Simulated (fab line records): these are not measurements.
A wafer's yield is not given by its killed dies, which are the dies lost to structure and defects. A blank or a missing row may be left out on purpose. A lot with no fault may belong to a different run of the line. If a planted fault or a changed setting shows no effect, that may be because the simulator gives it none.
A struck lot beside a sound one / flow nand-harc / 15 steps out of a route of 1302
Sound: wafers L985.1, L985.2, L985.6. The struck wafers were L976.1, L976.3, L976.5. At the end, the cause is stated.
For every step that has rows: the tool of each side, followed by ch and its chambers, followed by its first start. Under that, the readings that differ: sound wafers / struck wafers / difference of the means / sigmas: that difference in standard deviations of wafers without a fault.
alike: words and numbers the same on both sides, and readings whose means are apart by under 2 such deviations; not compared: readings that were withheld, readings missing a value for some wafer, numbers with overlapping values and no deviation given by the record, and bounds like >300 which may hide the same value.
The two part at a step that has a row with sigmas, a row that says differs or no value, or rows on one side only. When numbers do not overlap yet have no deviation, they are printed without sigmas and do not part them. A reading that every wafer of one side lacks parts them only if that side has two wafers or more.

NHARC_A_DECK1_JOINT_ETCHBACK_07: etches the open film in HBr, target depth 105 nm, time 26.9 s.
  sound on rie-si-03 ch 0,1, day 18 19:02; struck on rie-si-05 ch 2,3, day 15 03:05
  alike: bias-w, drypump-motor-current-A, he-backside-leak-sccm, oes-product-au, run-length-s, throttle-valve-pct
  not compared: rf-hours-counter-h
then, 8 steps without rows for these wafers: NHARC_A_DECK1_JOINT_ETCH_25 (etches SiO2 in dHF, target depth 0.5 nm); NHARC_A_DECK1_JOINT_ETCH_19 (etches poly-Si in TMAH, target depth 3 nm); NHARC_A_DECK1_JOINT_ETCH_18 (etches SiO2 in dHF, target depth 3 nm); NHARC_A_DECK1_JOINT_WET_08 (chemistry H3PO4, time 86 s); NHARC_A_DECK1_JOINT_ETCH_09 (etches SiO2 in dHF, target depth 5 nm); NHARC_A_DECK1_JOINT_WET_10 (chemistry H3PO4, time 86 s); NHARC_A_DECK1_JOINT_ETCH_11 (etches SiO2 in dHF, target depth 35 nm); NHARC_A_DECK1_JOINT_CVD_12 (deposits poly-Si, target thk 90 nm, time 1800 s).
NHARC_A_DECK1_JOINT_CMP_13: polishes, target thk 51.023 nm.
  sound on cmp-01 ch 0,2, day 19 05:19; struck on cmp-03 ch 0,2, day 15 13:23
  alike: motor-current-A, time-to-endpoint-s
NHARC_A_DECK1_JOINT_THK_MEAS_14: measures by ellipsometry.
  sound on film-metro-01 at day 19 05:34; struck on film-metro-01 at day 15 13:38
  alike: thk-nm
next, for these wafers, 1 step has no rows: NHARC_A_DECK1_JOINT_SRD_04.
NHARC_A_DECK1_JOINT_ETCHBACK_00: etches the open film in HBr, target depth 30 nm, time 17.4 s.
  sound on rie-si-05 ch 0,1,3, day 19 05:43; struck on rie-si-05 ch 0,1,2, day 15 13:47
reading=bias-w (W); sound=59.86 59.91 59.62; struck=- - -; difference=no value on the struck wafers; sigmas=
reading=he-backside-leak-sccm (sccm); sound=3.2 2.2 2.6; struck=3.0 3.1 4.3; difference=+0.8; sigmas=+2
reading=run-length-s (s); sound=39.6 39.5 38.8; struck=34.6 34.4 34.0; difference=-5.0; sigmas=-14
  alike: drypump-motor-current-A, oes-product-au, throttle-valve-pct
  not compared: rf-hours-counter-h
then, 1 step without rows for these wafers: NHARC_A_DECK1_JOINT_PRECLEAN_30 (cleans in SC1).
-- break in the record here, with 13 days between the starts of the struck wafers on either side (left off in module A_DECK1_JOINT, picked up again in module END, where the first step shown is number 1302 on the route) --
NHARC_END_SORT_01:
  only the struck wafers appear in the record here, on prober-02 ch 0 at day 28 10:50; the sound ones have no rows

## WHERE THEY PART
Earliest at NHARC_A_DECK1_JOINT_ETCHBACK_00; latest, in this record, at NHARC_END_SORT_01.

WHY: what had been put in by the simulator
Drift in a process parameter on rie-si-05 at NHARC_A_DECK1_JOINT_ETCHBACK_00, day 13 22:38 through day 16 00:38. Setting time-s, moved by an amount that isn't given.
